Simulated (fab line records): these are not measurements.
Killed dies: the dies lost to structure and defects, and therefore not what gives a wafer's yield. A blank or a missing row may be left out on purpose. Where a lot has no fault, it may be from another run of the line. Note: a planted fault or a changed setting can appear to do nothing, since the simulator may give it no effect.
Matching of chambers :: flow nand_harc :: NHARC_A_CHANNEL_HOLE_D1_DEP_01 on pecvd-03: 3 sister chambers
The step deposits SiON, target thk 140 nm. 3 wafers are shown with their chamber, then 10 later ones without.

WAFERS WITH THEIR CHAMBER
wafer: L086.6
chamber: 0
rf_fwd_power_W (W): 347.8

wafer: L087.1
chamber: 1
rf_fwd_power_W (W): 349.1

wafer: L087.2
chamber: 2
rf_fwd_power_W (W): 346.9

WAFERS WITHOUT THEIR CHAMBER
wafer: L087.3
rf_fwd_power_W (W): 348.1

wafer: L089.2
rf_fwd_power_W (W): 348.1

wafer: L089.4
rf_fwd_power_W (W): 347.7

wafer: L089.5
rf_fwd_power_W (W): 347.9

wafer: L094.2
rf_fwd_power_W (W): 347.9

wafer: L094.4
rf_fwd_power_W (W): 348.8

wafer: L094.6
rf_fwd_power_W (W): 348.7

wafer: L095.3
rf_fwd_power_W (W): 349.0

wafer: L095.4
rf_fwd_power_W (W): 348.3

wafer: L095.5
rf_fwd_power_W (W): 347.8

WHICH CHAMBER EACH WENT THROUGH
wafer: L087.3
from the rows above: 0
in truth: 0

wafer: L089.2
from the rows above: 0
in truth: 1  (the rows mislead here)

wafer: L089.4
from the rows above: 0
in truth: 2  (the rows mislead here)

wafer: L089.5
from the rows above: 0
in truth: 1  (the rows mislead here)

wafer: L094.2
from the rows above: 0
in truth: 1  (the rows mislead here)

wafer: L094.4
from the rows above: 1
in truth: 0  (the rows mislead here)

wafer: L094.6
from the rows above: can't be placed: 1 or 0
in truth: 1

wafer: L095.3
from the rows above: 1
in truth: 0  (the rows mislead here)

wafer: L095.4
from the rows above: can't be placed: 0 or 1
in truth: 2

wafer: L095.5
from the rows above: 0
in truth: 0
2 of 10 placed correctly. These rows do not allow placing 2 (true chamber among the candidates in 1). 6 placed wrongly.
How it was worked out, from the rows above alone: a wafer's distance from a chamber is the root of the sum, over the readings, of the square of ((its reading less the chamber's mean) divided by the reading's scatter). If the next closest chamber is less than 2 further off than the closest, the wafer can't be placed; otherwise it belongs to the closest. Each chamber's mean is taken over the wafers shown for it. The scatter (one wafer shown for each chamber): square how far every hidden wafer sits from the nearest shown wafer, average those squares and take the square root.
